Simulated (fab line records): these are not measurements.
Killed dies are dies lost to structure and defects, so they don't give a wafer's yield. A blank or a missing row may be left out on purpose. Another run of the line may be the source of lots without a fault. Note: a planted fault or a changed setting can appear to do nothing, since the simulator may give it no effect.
Comparing a struck lot with a sound one ; flow n5 finfet ; 14 out of 1938 route steps
Sound: the wafers L563.1, L563.3, L563.6. Wafers struck: L580.3, L580.4, L580.5. At the end, the cause is stated.
For every step that has rows: the tool of each side, followed by ch and its chambers, followed by its first start. Under that, the readings that differ: sound wafers ; struck wafers ; difference of the means ; sigmas: that difference in standard deviations of wafers without a fault.
alike: a reading whose means differ by less than 2 such deviations, as well as words and numbers matching on both sides. not compared: withheld readings; readings where some wafer has no value; bounds like >300 that might hide an equal value; numbers whose values overlap and for which the record gives no deviation.
The two part at a step that has a row with sigmas, a row that says differs or no value, or rows on one side only. When numbers do not overlap yet have no deviation, they are printed without sigmas and do not part them. A reading that every wafer of one side lacks parts them only if that side has two wafers or more.

N5_BEOL_M0_SAQP_CUT_ETCH_46: etches SOC in N2/H2, target depth 135 nm, overetch 27 nm, time 202.5 s.
  sound on rie diel-05 ch 1,3, day 6 11:30; struck on rie diel-05 ch 0,2,3, day 10 15:15
  alike: drypump motor current A, h2 flow sccm, n2 flow sccm, rf vpp V, showerhead plenum p Torr, throttle valve pct
  not compared: rf hours counter h
then, 2 steps without rows for these wafers: N5_BEOL_M0_SAQP_STRIP_74 (strips in N2/H2); N5_BEOL_M0_SAQP_STRIP_89 (strips in N2/H2).
N5_BEOL_M0_SAQP_ALD_48: deposits SiO2, target thk 20 nm, pulse time 1 s, co reactant pulse time 1 s.
  sound on ald sin-04 ch 0,1,3, day 6 11:42; struck on ald sin-03 ch 0,2,3, day 10 15:27
  alike: heater power w, precursor pulse height rel
N5_BEOL_M0_SAQP_ETCH_49: etches SiO2 in CF4/O2, target depth 37 nm.
  sound on rie diel-05 ch 0,1, day 6 12:17; struck on rie diel-05 ch 0,2,3, day 10 15:59
  alike: drypump motor current A, oes_o_777_au, oes product au, rf vpp V, showerhead plenum p Torr, throttle valve pct
  not compared: rf hours counter h
N5_BEOL_M0_SAQP_STRIP_75: strips in CF4.
  sound on rie diel-05 ch 0,1, day 6 12:23; struck on rie diel-05 ch 0,2,3, day 10 16:05
  alike: drypump motor current A, oes product au, rf vpp V, showerhead plenum p Torr, throttle valve pct
  not compared: rf hours counter h
then, 6 steps without rows for these wafers: N5_BEOL_M0_CUTY_COAT_50 (time 60 s, resist thk 15 nm); N5_BEOL_M0_CUTY_COAT_51 (resist thk 150 nm); N5_BEOL_M0_CUTY_EBR_52; N5_BEOL_M0_CUTY_SOFTBAKE_53 (time 60 s); N5_BEOL_M0_CUTY_EXPOSE_54 (exposes mask M0 ABLK); N5_BEOL_M0_CUTY_PEB_55 (peb time 60 s).
N5_BEOL_M0_CUTY_DEVELOP_56: develop time 30 s.
  sound on litho track-02 ch 0, day 6 12:43; struck on litho track-01, day 10 16:17
  no value came back on the struck wafers for chill plate temp C (C), develop time s (s); on the sound wafers chill plate temp C (C) reads 23.04 22.86 23.04
reading;sound;struck;difference;sigmas
model.CAR-ArF-block_of_BEOL_M0_CUTY_COAT_51.thk nm (nm);148.2 148.4 148.6;150 150 150.2;+2;
N5_BEOL_M0_CUTY_CD_MEAS_57: the cd target is 200 nm.
  sound on cd sem-03 ch 0, day 6 12:47; struck on cd sem-01 ch 0, day 10 16:21
reading;sound;struck;difference;sigmas
cd nm (nm);199.7 200.5 199.2;- - -;no value on the struck wafers;

WHERE THEY PART
At N5_BEOL_M0_CUTY_DEVELOP_56 first; at N5_BEOL_M0_CUTY_CD_MEAS_57 last (within this record only).

WHY: what had been put in by the simulator
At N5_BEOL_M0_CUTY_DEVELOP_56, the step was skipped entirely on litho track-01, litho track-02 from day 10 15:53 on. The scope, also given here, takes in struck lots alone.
